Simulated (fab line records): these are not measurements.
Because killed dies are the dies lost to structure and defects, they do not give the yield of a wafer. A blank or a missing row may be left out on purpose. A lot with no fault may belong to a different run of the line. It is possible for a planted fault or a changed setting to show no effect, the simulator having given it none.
Which tool was responsible?    flow n5-finfet    8 lots with 24 wafers sampled at 6 steps, on a route of 1938 steps

WHAT THE GAUGES SHOWED, per wafer
N5_BEOL_M4_RC_MEAS_101.
lot   measured      on         SS_P (mV/dec)
L325  day 7 23:47   prober-02  72.6 72.5 71.9
L326  day 8 03:09   prober-01  73.3 73.2 73.3
L328  day 8 18:55   prober-02  73.5 72.9 73.1
L332  day 10 07:44  prober-02  73.4 73.2 71.5
L334  day 11 06:26  prober-01  73.2 73.1 72.6
L338  day 11 06:43  prober-02  75.1 74.7 74.1
L342  day 12 21:00  prober-02  72.2 72.9 73.4
L348  day 14 10:36  prober-02  72.9 73.4 72.2

WHAT TOOL EACH LOT RAN ON (gives the tool, then ch and the chambers of the sampled wafers, and finally the start)
lot   N5_FIN_SAQP_PECVD_06            N5_FIN_SAQP_DESCUM_21              N5_FIN_SAQP_ETCH_52                N5_FIN_SAQP_MANDREL_ETCH_22      N5_FIN_SAQP_ETCH_57
L325  pecvd-02 ch 0,2, day 1 21:23    rie-diel-06 ch 1,3, day 1 23:01    rie-diel-06 ch 1,3, day 1 23:07    rie-si-05 ch 1,3, day 1 23:18    rie-diel-06 ch 0,3, day 2 01:26
L326  pecvd-03 ch 0,1,2, day 2 04:29  rie-diel-01 ch 0,3, day 2 05:09    rie-diel-01 ch 0,3, day 2 05:14    rie-si-06 ch 0,1,2, day 2 05:26  rie-diel-01 ch 0,1, day 2 07:16
L328  pecvd-01 ch 0,1, day 2 15:05    rie-diel-01 ch 0,2,3, day 2 15:38  rie-diel-01 ch 0,2,3, day 2 15:44  rie-si-05 ch 0,1,2, day 2 15:55  rie-diel-06 ch 0,1,3, day 2 17:44
L332  pecvd-01 ch 0,2, day 3 15:46    rie-diel-02 ch 0,1,2, day 3 16:28  rie-diel-02 ch 0,1,2, day 3 16:34  rie-si-04 ch 0,1,2, day 3 16:45  rie-diel-01 ch 2,3, day 3 19:08
L334  pecvd-03 ch 0,1, day 4 02:45    rie-diel-01 ch 0,1,2, day 4 03:25  rie-diel-01 ch 0,1,2, day 4 03:31  rie-si-06 ch 0,3, day 4 03:43    rie-diel-02 ch 2,3, day 4 05:31
L338  pecvd-01 ch 0,2, day 5 04:51    rie-diel-01 ch 0,3, day 5 05:29    rie-diel-01 ch 0,3, day 5 05:35    rie-si-06 ch 0,2,3, day 5 05:46  rie-diel-01 ch 1,2,3, day 5 07:37
L342  pecvd-02 ch 0,1,2, day 6 04:28  rie-diel-01 ch 1,2,3, day 6 05:28  rie-diel-01 ch 1,2,3, day 6 05:33  rie-si-05 ch 0,1,3, day 6 05:44  rie-diel-06 ch 0,1,3, day 6 07:32
L348  pecvd-02 ch 0,1, day 7 15:09    rie-diel-02 ch 0,1,3, day 7 15:49  rie-diel-02 ch 0,1,3, day 7 15:55  rie-si-05 ch 0,2,3, day 7 16:06  rie-diel-02 ch 1,2,3, day 7 18:02
- N5_FIN_SAQP_PECVD_06: deposits a-Si from SiH4/He, target thk 60 nm, time 48.1 s.
- N5_FIN_SAQP_DESCUM_21: chemistry O2, time 7.9 s.
- N5_FIN_SAQP_ETCH_52: etches SOC in N2/H2, target depth 100 nm, overetch 20 nm, time 150 s.
- N5_FIN_SAQP_MANDREL_ETCH_22: etches a-Si in HBr/Cl2, stops on SiNx, target depth 60 nm, bt time 10 s, time 30 s.
- N5_FIN_SAQP_ETCH_57: etches SiNx in CH3F/O2, target depth 32.5 nm, time 46.4 s.

THE ANSWER, worked out from the rows above alone
Rule: the lots themselves supply what counts as usual. The widest of any qualifying gaps counts: lots, ordered by their means at a reading, are off when they make up no more than a third of the lots, leave a main group of 4 or more, and stand apart from it by 3 or more times the standard deviation of that group's means. The tables above print the reading to a certain number of digits; a main group whose means all agree to those digits is not used. A lot without any number at a reading at which 4 lots or more have one is off too. The other lots that the step has rows for count as sound.
Off: L338, seen at N5_BEOL_M4_RC_MEAS_101 (SS_P). The main group: mean 72.9 mV/dec, standard deviation 0.29.
If a tool, at a process step before that reading, ran all the lots that are off and no sound lot after the first of them, it fits. Those tools and the gauges at N5_BEOL_M4_RC_MEAS_101 are tried in the same way. Can't be told from this: 3 tools fit, pecvd-01 at N5_FIN_SAQP_PECVD_06, rie-si-06 at N5_FIN_SAQP_MANDREL_ETCH_22, rie-diel-01 at N5_FIN_SAQP_ETCH_57.

WHAT THE SIMULATOR HAD PUT IN
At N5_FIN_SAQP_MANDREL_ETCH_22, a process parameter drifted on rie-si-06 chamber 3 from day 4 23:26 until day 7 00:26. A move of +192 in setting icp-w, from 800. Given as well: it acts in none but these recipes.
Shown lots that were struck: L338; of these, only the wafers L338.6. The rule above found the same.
